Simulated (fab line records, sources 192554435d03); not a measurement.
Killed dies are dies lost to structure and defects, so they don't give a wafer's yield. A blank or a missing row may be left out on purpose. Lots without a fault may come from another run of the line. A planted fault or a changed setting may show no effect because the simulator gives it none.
Chamber matching | flow n5_finfet | N5_BEOL_M8_ETCH_62 on rie_diel-03: 4 sister chambers
The step etches SOC in N2/H2, target depth 110 nm, overetch 22 nm, time 165 s. 8 wafers are shown with their chamber, then 12 later ones without.

WAFERS WITH THEIR CHAMBER
wafer  | chamber | drypump_motor_current_A (A) | showerhead_plenum_p_Torr (Torr)
L075.5 | 1       | 6.0                         | 2.48
L083.3 | 1       | 6.0                         | 2.47
L085.1 | 0       | 5.9                         | 2.58
L085.4 | 2       | 5.3                         | 2.59
L085.5 | 3       | 5.8                         | 2.48
L086.1 | 2       | 5.3                         | 2.59
L086.2 | 0       | 5.9                         | 2.58
L086.3 | 3       | 5.7                         | 2.48

WAFERS WITHOUT THEIR CHAMBER
wafer  | drypump_motor_current_A (A) | showerhead_plenum_p_Torr (Torr)
L086.4 | 5.3                         | 2.59
L086.5 | 5.8                         | 2.48
L086.6 | 5.9                         | 2.58
L092.2 | 6.0                         | 2.46
L092.4 | 5.7                         | 2.47
L092.6 | 5.9                         | 2.57
L093.2 | 5.4                         | 2.58
L093.5 | 5.9                         | 2.57
L093.6 | 5.8                         | 2.47
L095.1 | 5.3                         | 2.58
L095.3 | 5.8                         | 2.57
L095.4 | 5.8                         | 2.47

WHICH CHAMBER EACH WENT THROUGH
wafer  | from the rows above | in truth
L086.4 | 2                   | 2
L086.5 | 3                   | 3
L086.6 | 0                   | 0
L092.2 | 1                   | 1
L092.4 | 3                   | 3
L092.6 | 0                   | 0
L093.2 | 2                   | 2
L093.5 | 0                   | 0
L093.6 | 3                   | 3
L095.1 | 2                   | 2
L095.3 | 0                   | 0
L095.4 | 3                   | 3
Placed correctly: 12 of 12. Can't be placed from these rows: 0. Placed wrongly: 0.
How it was worked out, from the rows above alone: a wafer's distance from a chamber is the root of the sum, over the readings, of the square of ((its reading less the chamber's mean) divided by the reading's scatter). The wafer belongs to the nearest chamber; if the next one is less than 2 further off, it can't be placed. A chamber's mean is the mean of its shown wafers. The scatter: the root of (the sum of the squares of (reading less its chamber's mean) over the shown wafers, divided by (wafers less chambers)).
